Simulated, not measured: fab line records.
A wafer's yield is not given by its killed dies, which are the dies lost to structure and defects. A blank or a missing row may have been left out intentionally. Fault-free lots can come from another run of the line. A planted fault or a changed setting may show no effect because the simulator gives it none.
Matching of chambers    flow n5_finfet    N5_MOL_CONTACT_COAG_VIA_ETCH_117 on rie_diel-03: 4 sister chambers
The step etches SiO2 in C4F6/O2, target depth 40 nm, overetch 8 nm, time 26 s. 16 wafers are shown with their chamber, then 8 later ones without.

== WAFERS, EACH WITH ITS CHAMBER ==
wafer   chamber  rf_vpp_V (V)  drypump_motor_current_A (A)  throttle_valve_pct (%)
L074.4  2        1573          5.6                          40.7
L074.5  0        1615          5.4                          40.3
L074.6  1        1640          6.1                          40.8
L079.3  0        1614          5.5                          40.3
L079.4  1        1639          6.1                          40.9
L079.5  2        1573          5.6                          40.7
L080.2  0        1615          5.5                          40.3
L080.5  2        1573          5.6                          40.7
L080.6  1        1641          6.1                          40.9
L088.2  2        1574          5.6                          40.7
L088.4  3        1570          6.0                          40.9
L088.5  2        1573          5.6                          40.7
L089.2  3        1569          6.0                          40.9
L089.3  0        1614          5.5                          40.3
L089.5  2        1572          5.6                          40.7
L091.1  1        1638          6.1                          40.9

SIGNATURES (averages over the wafers above)
reading                  chamber 0  chamber 1  chamber 2  chamber 3  scatter within a chamber
rf_vpp_V                 1614.50    1639.50    1573.00    1569.50    0.842
drypump_motor_current_A  5.475      6.100      5.600      6.000      0.025
throttle_valve_pct       40.300     40.875     40.700     40.900     0.025
Rule: a wafer's distance from a chamber is the root of the sum, over the readings, of the square of ((its reading less the chamber's mean) divided by the reading's scatter). The wafer belongs to the nearest chamber; if the next one is less than 2 further off, it can't be placed. The scatter is the square root of a quotient: the sum, over the shown wafers, of each reading's squared deviation from its chamber's mean, divided by wafers minus chambers.

== WAFERS WHOSE CHAMBER IS MISSING ==
wafer   rf_vpp_V (V)  drypump_motor_current_A (A)  throttle_valve_pct (%)
L091.2  1570          6.0                          40.9
L091.3  1571          5.6                          40.7
L093.2  1572          5.6                          40.7
L093.3  1613          5.5                          40.3
L093.4  1640          6.1                          40.9
L094.1  1569          6.0                          40.9
L094.5  1569          6.0                          40.9
L094.6  1574          5.6                          40.7

== EACH ONE'S CHAMBER ==
wafer   from the rows above  in truth
L091.2  3                    3
L091.3  2                    2
L093.2  2                    2
L093.3  0                    0
L093.4  1                    1
L094.1  3                    3
L094.5  3                    3
L094.6  2                    2
8 of 8 placed correctly. Can't be placed from these rows: 0. Placed wrongly: 0.
